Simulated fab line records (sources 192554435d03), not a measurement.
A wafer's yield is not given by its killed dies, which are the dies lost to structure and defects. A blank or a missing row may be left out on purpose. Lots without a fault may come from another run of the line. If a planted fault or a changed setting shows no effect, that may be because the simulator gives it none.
A lot that was struck, set against a sound lot | flow n5-finfet | 14 steps out of a route of 1938
Sound: these wafers, L258.2, L258.4, L258.5. Struck: wafers L262.1, L262.2, L262.5. The cause comes at the end.
For every step that has rows: the tool of each side, followed by ch and its chambers, followed by its first start. Under that, the readings that differ: sound wafers | struck wafers | difference of the means | sigmas: that difference in standard deviations of wafers without a fault.
alike: same words and numbers on both sides, and readings whose means sit less than 2 such deviations apart. not compared: any withheld reading, any reading some wafer has no value for, any bound like >300 that may hide the same value, and any number with overlapping values for which the record gives no deviation.
A row with sigmas, a row that says differs or no value, or rows on one side alone: a step with any of these is where the two part. When numbers do not overlap yet have no deviation, they are printed without sigmas and do not part them. A reading missing from all wafers of one side parts the sides only when that side holds two or more wafers.

first, 8 steps without rows for these wafers: N5_BEOL_M13_COAT_66 (time 60 s, resist thk 110 nm); N5_BEOL_M13_COAT_22 (resist thk 300 nm); N5_BEOL_M13_EBR_24; N5_BEOL_M13_SOFTBAKE_23 (time 60 s); N5_BEOL_M13_EXPOSE_25 (exposes mask M13, target cd 210 nm); N5_BEOL_M13_PEB_26 (peb time 90 s); N5_BEOL_M13_DEVELOP_27 (develop time 45 s); N5_BEOL_M13_HARDBAKE_32 (time 120 s).
N5_BEOL_M13_CD_MEAS_28: target cd 209.5 nm.
  sound on cd-sem-03 ch 0, day 13 04:41; struck on cd-sem-01 ch 0, day 14 02:14
  alike: cd-nm
N5_BEOL_M13_OVL_MEAS_29:
  sound on overlay-02 ch 0, day 13 04:43; struck on overlay-02 ch 0, day 14 02:16
  reading      | sound  | struck    | difference | sigmas
  M13_OVL (nm) | 6 3 10 | -6 -3 -10 | -13        | -2
N5_BEOL_M13_INSPECT_30: inspects for defects (macro).
  sound on defect-inspect-01 at day 13 04:44; struck on defect-inspect-02 at day 14 02:17
  alike: raw-defect-count
N5_BEOL_M13_DESCUM_33: chemistry O2, time 7.9 s.
  sound on rie-diel-06 ch 1,2, day 13 04:46; struck on rie-diel-02 ch 0,2,3, day 14 02:19
  alike: drypump-motor-current-A, oes-product-au, rf-vpp-V, showerhead-plenum-p-Torr, throttle-valve-pct
  not compared: rf-hours-counter-h
N5_BEOL_M13_ETCH_67: etches SiARC in CF4, target depth 143 nm, time 238.3 s.
  sound on rie-diel-06 ch 1,2, day 13 04:48; struck on rie-diel-02 ch 0,2,3, day 14 02:21
  reading               | sound       | struck      | difference | sigmas
  etch-rf-on-time-s (s) | 233 231 230 | 297 292 288 | +61        | +13
  alike: cf4-flow-sccm, drypump-motor-current-A, oes-product-au, rf-vpp-V, showerhead-plenum-p-Torr, throttle-valve-pct
  not compared: rf-hours-counter-h
N5_BEOL_M13_ETCH_68: etches SOC in N2/H2, time 355 s.
  sound on rie-diel-06 ch 1,2, day 13 04:57; struck on rie-diel-02 ch 0,2,3, day 14 02:30
  alike: drypump-motor-current-A, oes-product-au, rf-vpp-V, showerhead-plenum-p-Torr, throttle-valve-pct
  not compared: rf-hours-counter-h

## WHERE THEY PART
At N5_BEOL_M13_OVL_MEAS_29 first; at N5_BEOL_M13_ETCH_67 last (within this record only). Later steps at which nothing parts them and some readings are alike: N5_BEOL_M13_ETCH_68.

WHY: whatever the simulator had introduced
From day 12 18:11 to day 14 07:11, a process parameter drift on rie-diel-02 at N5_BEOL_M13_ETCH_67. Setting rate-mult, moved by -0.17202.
